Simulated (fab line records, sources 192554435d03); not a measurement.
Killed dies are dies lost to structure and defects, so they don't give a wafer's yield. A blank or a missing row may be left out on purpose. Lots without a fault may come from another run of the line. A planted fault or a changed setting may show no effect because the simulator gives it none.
A struck lot beside a sound one | flow n5_finfet | 15 steps out of a route of 1938
Sound: wafers L463.3, L463.4, L463.5. Struck: wafers L458.2, L458.5, L458.6. The cause comes at the end.
At each step with rows: each side's tool, then ch and its chambers, then its first start. Under that, the readings that differ: sound wafers | struck wafers | difference of the means | sigmas: that difference in standard deviations of wafers without a fault.
alike: readings whose means differ by less than 2 such deviations, and words and numbers that are the same on both sides. not compared: withheld readings, readings that some wafer has no value for, bounds like >300 that may hide the same value, and numbers for which the record gives no deviation and whose values overlap.
The two part at a step that has a row with sigmas, a row that says differs or no value, or rows on one side only. Numbers that don't overlap but have no deviation are shown without sigmas and don't part them. A reading that every wafer of one side lacks parts them only if that side has two wafers or more.

N5_BEOL_M9_ANNEAL_51: time 90 s.
  sound on rtp_anneal-02 ch 0, day 16 06:10; struck on rtp_anneal-02 ch 0, day 14 00:47
  alike: wafer_temp_C_max
then, 1 step without rows for these wafers: N5_BEOL_M9_CMP_52 (polishes, stops on SiCOH lowk, t overpolish 7 s, target thk 140 nm).
N5_BEOL_M9_THK_MEAS_53: measures by xrf.
  sound on film_metro-01, day 16 06:40; struck on film_metro-02, day 14 01:20
  alike: M9_THK
then, 1 step without rows for these wafers: N5_BEOL_M9_PRE_CLEAN_55 (time 15 s).
N5_BEOL_M9_DEP_56: deposits SiCN from 3MS/NH3, target thk 15 nm, time 26.5 s.
  sound on pecvd-02 ch 0,2, day 16 06:46; struck on pecvd-02 ch 0,1,2, day 14 01:24
  alike: showerhead_plenum_p_Torr, throttle_valve_pct
N5_BEOL_M9_RS_MEAS_57: measures by four-point-probe.
  sound on film_metro-02, day 16 06:50; struck on film_metro-02, day 14 01:29
  alike: M9_RS
N5_BEOL_M9_INSPECT_58: inspects for defects (darkfield).
  sound on defect_inspect-01, day 16 06:52; struck on defect_inspect-02, day 14 01:30
  reading          | sound    | struck    | difference | sigmas
  raw_defect_count | 50 32 63 | 104 87 79 | +42        | +2
then, 1 step without rows for these wafers: N5_BEOL_M10_ILD_DEP_00 (deposits SiCOH lowk from DEMS/porogen, target thk 308.51 nm, time 58 s).
N5_BEOL_M10_CURE_71: cures SiCOH lowk, time 240 s.
  sound on uv_cure-01 ch 0, day 16 07:08; struck on uv_cure-03 ch 0, day 14 01:42
  alike: lamp_power_pct, wafer_temp_C_max
N5_BEOL_M10_THK_MEAS_01:
  sound on film_metro-01, day 16 07:29; struck on film_metro-02, day 14 02:08
  alike: M10_ILD_THK
N5_BEOL_M10_PECVD_70: deposits SiO2 from TEOS/O2, target thk 20 nm, time 22.7 s.
  sound on pecvd-04 ch 0,1, day 16 07:32; struck on pecvd-03 ch 0,2, day 14 02:10
  reading                         | sound          | struck         | difference | sigmas
  showerhead_plenum_p_Torr (Torr) | 8.90 8.81 8.93 | 8.75 8.79 8.78 | -0.11      | -2
  alike: heater_power_w, throttle_valve_pct
N5_BEOL_M10_HM_DEP_02: deposits TiN, target thk 20 nm.
  sound on pvd_sputter-03, day 16 08:50; struck on pvd_sputter-02, day 14 03:18
  alike: chamber_pressure_pa, throttle_valve_pct
N5_BEOL_M10_COAT_59: time 60 s, resist thk 100 nm.
  sound on litho_track-04 ch 0, day 16 08:58; struck on litho_track-05 ch 0, day 14 03:25
  reading                  | sound                | struck               | difference | sigmas
  heater_power_total_W (W) | 497.9 501.3 501.9    | 509.6 510.9 507.4    | +8.9       | +5
  plate_temp_C (C)         | 249.99 250.24 249.98 | 253.30 253.51 253.51 | +3.37      | +20
  alike: dispense_pressure_kPa
then, 2 steps without rows for these wafers: N5_BEOL_M10_COAT_60 (time 60 s, resist thk 30 nm); N5_PASSIVATION_PROBE_49.

WHERE THEY PART
First at N5_BEOL_M9_INSPECT_58; last, within this record, at N5_BEOL_M10_COAT_59.

WHY: what the simulator had put in
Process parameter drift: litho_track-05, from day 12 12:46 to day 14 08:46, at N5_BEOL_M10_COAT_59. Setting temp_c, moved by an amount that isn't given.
